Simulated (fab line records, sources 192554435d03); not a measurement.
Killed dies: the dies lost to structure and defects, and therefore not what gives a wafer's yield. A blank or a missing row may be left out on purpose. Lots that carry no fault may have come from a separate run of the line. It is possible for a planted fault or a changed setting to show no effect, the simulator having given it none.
fab line records | flow n5Finfet
record lots=10 | wafers=28 | lastDay=18
route steps=1938 shown BEOL_M14@1764 BEOL_M15@1773 PASSIVATION@1936
lots that met no fault: from a run of the same line without faults
startH: the number of hours between the record's first day and the start of the first shown wafer of the lot | waitH: time in hours since the lot's previous step | " the same as in the row above | L1.1+2: one row covering several wafers at once | - no value, or no start was given | * or withheld: withheld | < > ~ a bound
route shown NAME@n: a module of which the file shows steps, and the number in the route of the first | usual: average and standard deviation across the fault-free wafers | same: alike in all rows | chamber/n: place in a boat | sites: the reading at each site | _std_site: how widely they spread, as a standard deviation | _edge_site: the outer-site mean with the inner-site mean subtracted | radiusMm: for every site, how far away it sits from the centre of the wafer | mask NAME#n: copy n | behind: tool/chamber where the wafer was last shaped | hold: the reason the lot was held/the length of the hold in hours/how it ended | device: which transistor (n, p or np) failed to switch | end of line: tests of these same wafers at the route's end | for a step that has no rows: nothing shown but its recipe | killed: at the first sort, the dies lost to defects and structure; wafer yield is something else | map: shows each die of a wafer: x if killed, . if not, _ if none is there
set.NAME: the setting as run; set.NAME@STEP: as run at that earlier step | model.NAME: the simulator's own value behind a step, which no gauge read
route steps across a sampled set of lots; one table per step, one row per wafer
services: from which hour (startH, from the record's first day; less than 0 if before it) a tool's chamber was out of use, for how many hours, and why
## steps
# step N5_BEOL_M14_SPUTTER_45
# recipe material=Cu | targetThkA=1000 | tempC=-20 | biasV=60 | powerW=26000 | chamberPressurePa=0.13 | timeS=16.67
# usual chuckGasFlowSccm=1.27/0.052 | throttleValvePct=30.6/0.88
lot.wafer | tool          | chamber | startH | waitH | chuckGasFlowSccm | throttleValvePct
L934.2    | pvdSputter-02 | -       | 268.04 | 0.0   | 1.18             | 32.5
L934.3    | "             | -       | "      | "     | 1.37             | 30.8
L934.5    | "             | -       | "      | "     | 1.32             | 30.8
L933.3    | pvdSputter-01 | -       | 281.31 | 0.0   | 1.25             | 29.8
L933.4    | "             | -       | "      | "     | 1.24             | 30.3
L933.5    | "             | -       | "      | "     | 1.26             | 30.5
L935.1    | pvdSputter-02 | -       | 282.74 | 0.0   | 1.32             | 31.4
L935.2    | "             | -       | "      | "     | 1.29             | 30.7
L935.4    | "             | -       | "      | "     | 1.24             | 29.6
L941.1    | pvdSputter-01 | -       | 303.24 | 0.0   | 1.37             | 29.7
L941.2    | "             | -       | "      | "     | 1.24             | 30.5
L941.6    | "             | -       | "      | "     | 1.14             | 30.5
L940.2    | pvdSputter-03 | -       | 311.43 | 0.0   | 1.29             | 30.7
L940.5    | "             | -       | "      | "     | 1.30             | 30.2
L940.6    | "             | -       | "      | "     | 1.27             | 32.3
L948.4    | pvdSputter-02 | -       | 342.91 | 0.0   | 1.26             | 30.8
L948.5    | "             | -       | "      | "     | 1.30             | 32.4
L948.6    | "             | -       | "      | "     | 1.20             | 30.8
L949.1    | pvdSputter-01 | -       | 359.95 | 0.0   | 1.27             | 29.7
L949.2    | "             | -       | "      | "     | 1.26             | 30.3
L954.2    | pvdSputter-03 | -       | 394.18 | 0.0   | 1.26             | 30.5
L954.4    | "             | -       | "      | "     | 1.20             | 30.7
L954.5    | "             | -       | "      | "     | 1.26             | 30.6
L956.2    | pvdSputter-02 | -       | 394.35 | 0.0   | 1.26             | 29.5
L956.3    | "             | -       | "      | "     | 1.30             | 31.0
L956.5    | "             | -       | "      | "     | 1.29             | 29.6
L955.4    | pvdSputter-01 | -       | 401.68 | 0.0   | 1.28             | 30.4
L955.6    | "             | -       | "      | "     | 1.20             | 30.0
# step N5_BEOL_M14_CMP_49
# recipe stopOn=SiO2 | tOverpolishS=5.2 | downForcePsi=2 | platenRpm=80 | clearingPlatenDownForcePsi=2 | clearingPlatenRpm=80 | postCmpClean=cuAlkaline | targetThkNm=560 | clearingPlatenPadVelocityMS=1.5917 | padVelocityMS=1.5917
# usual barrierFieldEndpointS=11.46/0.24 | motorCurrentA=7.5/0.69 | overpolishRunS=5.201/0.0095 | padLifeWafers=833/590 | timeToEndpointS=122/4.3
lot.wafer | tool   | chamber | startH | waitH | barrierFieldEndpointS | motorCurrentA | overpolishRunS | padLifeWafers | timeToEndpointS
L934.3    | cmp-01 | 3       | 268.64 | 0.2   | 11.47                 | 7.5           | 5.206          | 174           | 122
L934.2    | "      | 0       | "      | "     | 11.56                 | 7.9           | 5.219          | 175           | 121
L934.5    | "      | 0       | "      | "     | 11.50                 | 7.7           | 5.217          | -             | 121
L933.3    | cmp-01 | 1       | 281.95 | 0.2   | 11.42                 | 8.3           | 5.199          | 307           | 124
L933.4    | "      | 2       | "      | "     | 11.60                 | 8.7           | 5.200          | 308           | 125
L933.5    | "      | 1       | "      | "     | 11.50                 | 8.3           | 5.199          | -             | 130
L935.4    | cmp-02 | 3       | 283.42 | 0.1   | 11.46                 | 7.3           | 5.195          | 1770          | 125
L935.1    | "      | 0       | "      | "     | 11.61                 | 7.8           | 5.217          | 1771          | 123
L935.2    | "      | 2       | "      | "     | 11.26                 | 6.2           | 5.205          | 1773          | 120
L941.2    | cmp-02 | 3       | 304.36 | 0.3   | 12.13                 | 7.5           | 5.201          | 1982          | 132
L941.1    | "      | 0       | "      | "     | 11.52                 | 7.9           | 5.226          | 1983          | 124
L941.6    | "      | 2       | "      | "     | 11.68                 | 6.1           | 5.200          | -             | 126
L940.2    | cmp-02 | 2       | 312.29 | 0.3   | 11.79                 | 6.5           | 5.207          | 2048          | 126
L940.5    | "      | 0       | "      | "     | 11.92                 | 8.0           | 5.214          | -             | 127
L940.6    | "      | 1       | "      | "     | 11.80                 | 6.9           | 5.207          | -             | 126
L948.4    | cmp-02 | 0       | 343.61 | 0.2   | 11.39                 | 7.5           | 5.197          | 240           | 123
L948.5    | "      | 0       | "      | "     | 11.35                 | 7.4           | 5.198          | -             | 120
L948.6    | "      | 1       | "      | "     | 11.27                 | 7.0           | 5.205          | -             | 119
L949.2    | cmp-03 | 2       | 360.55 | 0.2   | 11.00                 | 7.5           | 5.213          | 966           | 111
L949.1    | "      | 0       | "      | "     | 11.30                 | 7.2           | 5.216          | 968           | 115
L954.4    | cmp-01 | 1       | 394.86 | 0.2   | 11.56                 | 8.2           | 5.210          | 1262          | 121
L954.2    | "      | 2       | "      | "     | 11.59                 | 8.4           | 5.199          | 1263          | 125
L954.5    | "      | 0       | "      | "     | 11.36                 | 7.6           | 5.202          | -             | 118
L956.3    | cmp-02 | 1       | 395.30 | 0.2   | 11.43                 | 7.5           | 5.193          | 661           | 123
L956.2    | "      | 3       | "      | "     | 11.56                 | 7.5           | 5.190          | 663           | 127
L956.5    | "      | 0       | "      | "     | 11.18                 | 8.3           | 5.194          | -             | 119
L955.4    | cmp-03 | 0       | 402.37 | 0.2   | 11.18                 | 7.1           | 5.193          | 1268          | 125
L955.6    | "      | 2       | "      | "     | 11.29                 | 7.3           | 5.195          | -             | 122
# step N5_BEOL_M14_DEP_53
# recipe material=SiCN | targetThkA=500 | tempC=withheld | precursor=3MS/NH3 | pressureTorr=3 | rfW=675 | timeS=17.8
# usual rfFwdPowerW=665/3.2 | showerheadPlenumPTorr=4.159/0.024 | throttleValvePct=18.0/0.87
lot.wafer | tool     | chamber | startH | waitH | rfFwdPowerW | showerheadPlenumPTorr | throttleValvePct
L934.2    | pecvd-03 | 0       | 269.00 | 0.0   | 663         | 4.176                 | 18.5
L934.3    | "        | 2       | "      | "     | 664         | 4.155                 | 17.3
L934.5    | "        | 2       | "      | "     | 662         | 4.153                 | 17.5
L933.3    | pecvd-03 | 1       | 282.27 | 0.0   | 666         | 4.190                 | 18.2
L933.4    | "        | 0       | "      | "     | 660         | 4.181                 | 18.5
L933.5    | "        | 2       | "      | "     | 662         | 4.162                 | 17.2
L935.1    | pecvd-01 | 2       | 283.78 | 0.0   | 667         | 4.132                 | 17.2
L935.2    | "        | 0       | "      | "     | 666         | 4.149                 | 17.2
L935.4    | "        | 2       | "      | "     | 668         | 4.121                 | 17.2
L941.1    | pecvd-03 | 2       | 304.64 | 0.0   | 661         | 4.156                 | 17.5
L941.2    | "        | 1       | "      | "     | 664         | 4.200                 | 18.7
L941.6    | "        | 0       | "      | "     | 664         | 4.176                 | 18.4
L940.2    | pecvd-02 | 0       | 312.57 | 0.0   | 668         | 4.155                 | 17.8
L940.5    | "        | 0       | "      | "     | 667         | 4.133                 | 18.0
L940.6    | "        | 2       | "      | "     | 662         | 4.155                 | 16.1
L948.4    | pecvd-03 | 2       | 343.99 | 0.0   | 661         | 4.158                 | 17.4
L948.5    | "        | 0       | "      | "     | 666         | 4.178                 | 18.6
L948.6    | "        | 1       | "      | "     | 664         | 4.196                 | 18.3
L949.1    | pecvd-02 | 1       | 360.91 | 0.0   | 667         | 4.180                 | 18.7
L949.2    | "        | 2       | "      | "     | 660         | 4.144                 | 16.5
L954.2    | pecvd-01 | 0       | 395.14 | 0.0   | 663         | 4.163                 | 17.3
L954.4    | "        | 0       | "      | "     | 662         | 4.162                 | 17.4
L954.5    | "        | 1       | "      | "     | 667         | 4.118                 | 19.4
L956.2    | pecvd-01 | 0       | 395.62 | 0.0   | 663         | 4.154                 | 17.6
L956.3    | "        | 1       | "      | "     | 663         | 4.118                 | 19.5
L956.5    | "        | 1       | "      | "     | 663         | 4.123                 | 19.6
L955.4    | pecvd-03 | 2       | 402.68 | 0.0   | 663         | 4.165                 | 17.6
L955.6    | "        | 2       | "      | "     | 660         | 4.154                 | 17.4
# step N5_BEOL_M15_ILD_DEP_00
# recipe material=SiO2 | targetThkA=16293 | tempC=400 | precursor=TEOS/O2 | pressureTorr=6.5 | rfW=900 | teosFlowSccm=161.4 | gas=O2 | flowSccm=2650 | timeS=346.1
# usual heaterPowerW=562/90 | rfFwdPowerW=898.3/2.4 | runLengthS=389.1/0.54 | showerheadPlenumPTorr=8.34/0.044 | throttleValvePct=18.5/1
lot.wafer | tool     | chamber | startH | waitH | heaterPowerW | rfFwdPowerW | runLengthS | showerheadPlenumPTorr | throttleValvePct
L934.2    | pecvd-01 | 0       | 269.13 | 0.0   | 559          | 897.0       | 390.2      | 8.34                  | 17.6
L934.3    | "        | 2       | "      | "     | 610          | 898.7       | 389.3      | 8.30                  | 17.6
L934.5    | "        | 2       | "      | "     | 712          | 899.1       | 389.5      | 8.31                  | 17.5
L933.3    | pecvd-01 | 1       | 282.40 | 0.0   | 525          | 897.3       | 388.8      | 8.26                  | 19.9
L933.4    | "        | 1       | "      | "     | 416          | 896.2       | 389.3      | 8.24                  | 20.3
L933.5    | "        | 0       | "      | "     | 493          | 897.5       | 390.6      | 8.34                  | 17.9
L935.1    | pecvd-04 | 1       | 283.91 | 0.0   | 563          | 898.3       | 389.8      | 8.40                  | 18.7
L935.2    | "        | 0       | "      | "     | 606          | 895.6       | 389.0      | 8.35                  | 19.3
L935.4    | "        | 1       | "      | "     | 639          | 899.2       | 390.1      | 8.41                  | 18.6
L941.1    | pecvd-01 | 2       | 304.77 | 0.0   | 757          | -           | 373.8      | 8.28                  | 17.9
L941.2    | "        | 0       | "      | "     | 631          | -           | 374.9      | 8.33                  | 17.8
L941.6    | "        | 2       | "      | "     | 597          | 902.2       | 389.1      | 8.29                  | 18.0
L940.2    | pecvd-01 | 1       | 312.70 | 0.0   | 434          | -           | 373.9      | 8.25                  | 20.0
L940.5    | "        | 0       | "      | "     | 473          | 900.7       | 389.8      | 8.33                  | 17.7
L940.6    | "        | 2       | "      | "     | 748          | 902.2       | 389.3      | 8.28                  | 17.8
L948.4    | pecvd-04 | 0       | 344.21 | 0.1   | 534          | 898.9       | 389.1      | 8.35                  | 19.3
L948.5    | "        | 1       | "      | "     | 495          | 895.6       | 389.9      | 8.39                  | 18.4
L948.6    | "        | 2       | "      | "     | 410          | 898.8       | 388.4      | 8.37                  | 16.8
L949.1    | pecvd-03 | 2       | 361.04 | 0.0   | 588          | 893.9       | 388.5      | 8.35                  | 18.2
L949.2    | "        | 0       | "      | "     | 511          | 900.0       | 389.1      | 8.39                  | 19.4
L954.2    | pecvd-04 | 1       | 395.27 | 0.0   | 573          | 902.4       | 389.2      | 8.40                  | 18.6
L954.4    | "        | 1       | "      | "     | 620          | 897.6       | 389.2      | 8.40                  | 18.6
L954.5    | "        | 2       | "      | "     | 420          | 898.6       | 388.0      | 8.35                  | 16.9
L956.2    | pecvd-03 | 0       | 395.75 | 0.0   | 510          | 897.6       | 389.2      | 8.37                  | 19.1
L956.3    | "        | 0       | "      | "     | 402          | 897.9       | 389.7      | 8.37                  | 18.9
L956.5    | "        | 2       | "      | "     | 530          | 895.9       | 388.8      | 8.35                  | 18.2
L955.4    | pecvd-01 | 2       | 402.92 | 0.1   | 579          | 897.9       | 389.1      | 8.29                  | 18.0
L955.6    | "        | 1       | "      | "     | 419          | 900.1       | 388.8      | 8.27                  | 20.3
# step N5_BEOL_M15_THK_MEAS_01
# recipe reads=SiO2_of_BEOL_M15_ILD_DEP_00
# usual M15_ILD_THK=1632/26
lot.wafer | tool         | chamber | startH | waitH | M15_ILD_THK[nm]
L934.2    | filmMetro-02 | -       | 269.38 | 0.1   | 1623
L934.3    | "            | -       | "      | "     | 1579
L934.5    | "            | -       | "      | "     | 1643
L933.3    | filmMetro-02 | -       | 282.65 | 0.1   | 1635
L933.4    | "            | -       | "      | "     | 1644
L933.5    | "            | -       | "      | "     | 1641
L935.1    | filmMetro-02 | -       | 284.16 | 0.1   | 1639
L935.2    | "            | -       | "      | "     | 1641
L935.4    | "            | -       | "      | "     | 1672
L941.1    | filmMetro-01 | -       | 305.02 | 0.1   | 1512
L941.2    | "            | -       | "      | "     | 1560
L941.6    | "            | -       | "      | "     | 1605
L940.2    | filmMetro-01 | -       | 312.95 | 0.1   | 1539
L940.5    | "            | -       | "      | "     | 1629
L940.6    | "            | -       | "      | "     | 1604
L948.4    | filmMetro-02 | -       | 344.35 | 0.0   | 1646
L948.5    | "            | -       | "      | "     | 1620
L948.6    | "            | -       | "      | "     | 1656
L949.1    | filmMetro-01 | -       | 361.29 | 0.1   | 1649
L949.2    | "            | -       | "      | "     | 1620
L954.2    | filmMetro-01 | -       | 395.52 | 0.1   | 1616
L954.4    | "            | -       | "      | "     | 1642
L954.5    | "            | -       | "      | "     | 1674
L956.2    | filmMetro-01 | -       | 396.11 | 0.3   | 1600
L956.3    | "            | -       | "      | "     | 1640
L956.5    | "            | -       | "      | "     | 1675
L955.4    | filmMetro-02 | -       | 403.07 | 0.0   | 1596
L955.6    | "            | -       | "      | "     | 1623
# step N5_PASSIVATION_PROBE_49
# usual defectLimitedYield=91.3/1.5 | killed_at_M0_to_M3=31/11 | killed_at_M4_up=14/5.1 | killedAtContacts=12/5.6 | killedAtFrontEnd=42/12 | killedAtOther=3.8/2.9 | killedDies=103/18 | killedOpen=67/14 | killedShort=33/8 | sort_bin_4_leakage=0.00/0.0073 | sort_bin_5_function=5.1/1 | sort_bin_6_memory=3.2/0.75 | sortNPass=1077/18 | sortYieldPct=91.3/1.5
# same grossDies=1180 | killedAtBackSide=0 | sort_bin_8_speed[%]=0
lot.wafer | tool      | chamber | startH | waitH | defectLimitedYield[%] | killed_at_M0_to_M3 | killed_at_M4_up | killedAtContacts | killedAtFrontEnd | killedAtOther | killedDies | killedOpen | killedShort | sort_bin_4_leakage[%] | sort_bin_5_function[%] | sort_bin_6_memory[%] | sortNPass | sortYieldPct[%]
L933.3    | prober-02 | -       | 304.33 | 0.1   | 92.5                  | 29                 | 13              | 7                | 34               | 6             | 89         | 50         | 35          | 0                     | 3.8                    | 2.8                  | 1091      | 92.5
L933.4    | prober-02 | -       | 304.38 | 0.2   | 92.5                  | 25                 | 20              | 7                | 31               | 5             | 88         | 62         | 18          | 0                     | 4.5                    | 2.2                  | 1092      | 92.5
L933.5    | prober-02 | -       | 304.43 | 0.2   | 92.4                  | 28                 | 23              | 9                | 29               | 1             | 90         | 56         | 31          | 0                     | 4.2                    | 2.8                  | 1090      | 92.4
L935.1    | prober-01 | -       | 306.22 | 0.0   | 92.6                  | 26                 | 12              | 7                | 34               | 8             | 87         | 53         | 33          | 0                     | 4.7                    | 2.5                  | 1093      | 92.6
L935.2    | prober-01 | -       | 306.27 | 0.1   | 90.7                  | 34                 | 10              | 5                | 55               | 6             | 110        | 73         | 33          | 0                     | 5.8                    | 3.3                  | 1070      | 90.7
L935.4    | prober-01 | -       | 306.37 | 0.2   | 88.0                  | 28                 | 8               | 20               | 81               | 5             | 142        | 82         | 48          | 0                     | 6.5                    | 4.3                  | 1038      | 88.0
L941.1    | prober-01 | -       | 326.26 | 0.0   | 90.7                  | 34                 | 20              | 15               | 34               | 7             | 110        | 65         | 42          | 0                     | 5.2                    | 3.7                  | 1070      | 90.7
L941.2    | prober-01 | -       | 326.31 | 0.1   | 89.1                  | 40                 | 22              | 11               | 55               | 1             | 129        | 82         | 41          | 0                     | 5.3                    | 4.8                  | 1051      | 89.1
L941.6    | prober-01 | -       | 326.51 | 0.3   | 91.8                  | 29                 | 13              | 10               | 44               | 1             | 97         | 64         | 33          | 0                     | 4.3                    | 3.5                  | 1083      | 91.8
L949.1    | prober-02 | -       | 384.22 | 0.0   | 87.7                  | 48                 | 5               | 13               | 77               | 2             | 145        | 97         | 38          | 0                     | 7.5                    | 4.0                  | 1035      | 87.7
L949.2    | prober-02 | -       | 384.27 | 0.1   | 90.8                  | 40                 | 10              | 9                | 46               | 3             | 108        | 68         | 39          | 0                     | 5.3                    | 3.6                  | 1072      | 90.8
L954.2    | prober-01 | -       | 415.77 | 0.1   | 88.0                  | 54                 | 20              | 13               | 49               | 6             | 142        | 90         | 51          | 0                     | 6.9                    | 4.5                  | 1038      | 88.0
L954.4    | prober-01 | -       | 415.87 | 0.2   | 91.8                  | 39                 | 14              | 13               | 24               | 7             | 97         | 56         | 39          | 0                     | 4.2                    | 3.6                  | 1083      | 91.8
L954.5    | prober-01 | -       | 415.92 | 0.2   | 89.0                  | 51                 | 19              | 12               | 45               | 3             | 130        | 89         | 39          | 0                     | 6.7                    | 3.6                  | 1050      | 89.0
# killed by level:class
L933.3 STI_FIN_REVEAL:geometricParticle:open=10 BEOL_M0_SAQP:geometricParticle:open=7 BEOL_M3:geometricParticle:open=5 FIN_SAQP:geometricParticle:open=4 FIN_SAQP:geometricParticle:short=4 MOL_CONTACT_COAG:geometricParticle:open=4 STARTING-WAFER:geometricParticle:short=4 BEOL_M4:geometricParticle:short=4
L933.4 BEOL_M4:geometricParticle:open=12 FIN_SAQP:geometricParticle:open=9 HKMG_FIN:areaEtch=8 MOL_CONTACT_COAG:geometricParticle:open=7 BEOL_M0_SAQP:geometricParticle:short=7 BEOL_M1:geometricParticle:open=7 STI_FIN_REVEAL:geometricParticle:open=6 GATE_CUT:geometricParticle:short=4
L933.5 BEOL_M4:geometricParticle:open=10 MOL_CONTACT_COAG:geometricParticle:open=8 STI_FIN_REVEAL:geometricParticle:open=7 BEOL_M4:geometricParticle:short=7 FIN_SAQP:geometricParticle:short=6 BEOL_M0_SAQP:geometricParticle:short=6 BEOL_M1:geometricParticle:open=5 BEOL_M3:geometricParticle:open=5
L935.1 STI_FIN_REVEAL:geometricParticle:open=13 BEOL_M3:geometricParticle:short=9 FIN_SAQP:geometricParticle:open=8 BEOL_M5:geometricParticle:open=6 MOL_CONTACT_COAG:geometricParticle:open=5 BEOL_M0_SAQP:geometricParticle:open=5 BEOL_M0_SAQP:geometricParticle:short=4 BEOL_M2:geometricParticle:open=4
L935.2 FIN_SAQP:geometricParticle:open=21 STI_FIN_REVEAL:geometricParticle:open=10 FIN_SAQP:geometricParticle:short=9 BEOL_M0_SAQP:geometricParticle:short=8 BEOL_M2:geometricParticle:open=7 BEOL_M4:geometricParticle:open=7 BEOL_M3:geometricParticle:open=6 STARTING-WAFER:geometricParticle:short=5
L935.4 STI_FIN_REVEAL:geometricParticle:open=21 MOL_CONTACT_COAG:geometricParticle:open=16 FIN_SAQP:geometricParticle:short=13 BEOL_M2:geometricParticle:open=9 HKMG_FIN:areaEtch=8 FIN_SAQP:geometricParticle:open=6 STI_FIN_REVEAL:geometricParticle:short=6 BEOL_M0_SAQP:geometricParticle:short=6
L941.1 MOL_CONTACT_COAG:geometricParticle:open=14 BEOL_M0_SAQP:geometricParticle:short=14 BEOL_M3:geometricParticle:open=7 BEOL_M0_SAQP:geometricParticle:open=6 FIN_SAQP:geometricParticle:short=5 FIN_SAQP:geometricParticle:open=5 STI_FIN_REVEAL:geometricParticle:open=5 BEOL_M5:geometricParticle:open=5
L941.2 BEOL_M0_SAQP:geometricParticle:short=14 STI_FIN_REVEAL:geometricParticle:open=13 BEOL_M0_SAQP:geometricParticle:open=11 MOL_CONTACT_COAG:geometricParticle:open=8 BEOL_M4:geometricParticle:open=7 BEOL_M5:geometricParticle:open=7 BEOL_M3:geometricParticle:open=6 DUMMY_GATE:geometricParticle:open=6
L941.6 STI_FIN_REVEAL:geometricParticle:open=10 MOL_CONTACT_COAG:geometricParticle:open=8 BEOL_M4:geometricParticle:open=8 BEOL_M0_SAQP:geometricParticle:open=7 FIN_SAQP:geometricParticle:open=6 FIN_SAQP:geometricParticle:short=6 GATE_CUT:geometricParticle:short=6 BEOL_M0_SAQP:geometricParticle:short=6
L949.1 STI_FIN_REVEAL:geometricParticle:open=29 BEOL_M3:geometricParticle:open=13 MOL_CONTACT_COAG:geometricParticle:open=11 BEOL_M2:geometricParticle:open=11 FIN_SAQP:geometricParticle:short=10 BEOL_M1:geometricParticle:open=9 HKMG_FIN:areaEtch=9 FIN_SAQP:geometricParticle:open=6
L949.2 FIN_SAQP:geometricParticle:open=15 FIN_SAQP:geometricParticle:short=13 BEOL_M0_SAQP:geometricParticle:open=11 BEOL_M3:geometricParticle:open=8 MOL_CONTACT_COAG:geometricParticle:open=8 BEOL_M0_SAQP:geometricParticle:short=7 BEOL_M1:geometricParticle:open=7 GATE_CUT:geometricParticle:short=4
L954.2 BEOL_M0_SAQP:geometricParticle:open=19 BEOL_M0_SAQP:geometricParticle:short=17 FIN_SAQP:geometricParticle:short=16 MOL_CONTACT_COAG:geometricParticle:open=10 BEOL_M4:geometricParticle:open=9 FIN_SAQP:geometricParticle:open=8 BEOL_M1:geometricParticle:open=8 STI_FIN_REVEAL:geometricParticle:open=4
L954.4 BEOL_M0_SAQP:geometricParticle:short=10 MOL_CONTACT_COAG:geometricParticle:open=9 BEOL_M2:geometricParticle:short=7 BEOL_M2:geometricParticle:open=7 FIN_SAQP:geometricParticle:open=6 GATE_CUT:geometricParticle:open=6 BEOL_M1:geometricParticle:open=6 BEOL_M0_SAQP:geometricParticle:open=6
L954.5 BEOL_M0_SAQP:geometricParticle:short=14 BEOL_M0_SAQP:geometricParticle:open=13 FIN_SAQP:geometricParticle:open=10 MOL_CONTACT_COAG:geometricParticle:open=10 BEOL_M4:geometricParticle:open=10 BEOL_M1:geometricParticle:open=9 BEOL_M2:geometricParticle:open=6 DUMMY_GATE:geometricParticle:open=5
## services
tool     | chamber | startH | hours | kind
cmp-01   | -       | 246.13 | -     | consumableReplace:conditioner
cmp-01   | -       | 246.13 | -     | consumableReplace:pad
cmp-01   | -       | 257.31 | 0.7   | repair
pecvd-01 | -       | 258.95 | 5.1   | repair
pecvd-04 | 1       | 287.77 | 1.9   | repair
cmp-01   | -       | 290.15 | 2.1   | repair
cmp-01   | -       | 302.33 | 2.1   | repair
cmp-02   | -       | 313.84 | 4.0   | pm
pecvd-02 | -       | 316.12 | 14.6  | pm
cmp-02   | -       | 317.84 | -     | consumableReplace:conditioner
cmp-02   | -       | 317.84 | -     | consumableReplace:pad
pecvd-01 | 0       | 320.34 | 2.1   | scheduledDown
pecvd-04 | -       | 326.25 | 2.8   | pm
cmp-01   | -       | 326.75 | 4.6   | pm
pecvd-04 | 2       | 329.76 | 6.5   | repair
cmp-03   | -       | 338.55 | 9.7   | repair
pecvd-02 | -       | 340.21 | 4.0   | repair
cmp-03   | -       | 362.24 | 1.0   | repair
pecvd-01 | -       | 368.41 | 6.8   | repair
pecvd-04 | -       | 382.54 | 0.4   | repair
pecvd-03 | 1       | 383.62 | -     | clean
pecvd-03 | 1       | 383.62 | -     | consumableReplace:showerhead
pecvd-03 | 1       | 383.62 | 29.0  | scheduledDown
pecvd-03 | 1       | 383.62 | 29.0  | ventCycle
## key
firstSign step=N5_BEOL_M15_ILD_DEP_00 | reading=runLengthS | direction=down | sigmas=28 | usual=* | struck=*
effect step=N5_BEOL_M15_THK_MEAS_01 | reading=M15_ILD_THK | direction=down | sigmas=3.7 | usual=1632 | struck=1537
metAt N5_BEOL_M15_ILD_DEP_00
struckLots L940,L941
struckWafers L940.2,L941.1,L941.2
baselineLoss step=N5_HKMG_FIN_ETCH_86 | wafers=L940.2
notActingAt N5_BEOL_M14_SPUTTER_45,N5_BEOL_M14_CMP_49,N5_BEOL_M14_DEP_53
onsetBetween 282.40 304.77
fault kind=processParameterDrift | tool=pecvd-01 | chamber=- | onsetH=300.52 | steps=N5_BEOL_M15_ILD_DEP_00 | channel=timeS | offset=* | shape=step | endH=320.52 | scope=struckWafersOnly | actsIn=* | stated=*
# baselineLoss: these wafers lose ten dies or more at that step, a loss of the line's own and not of a fault; the sort's usual values leave them out
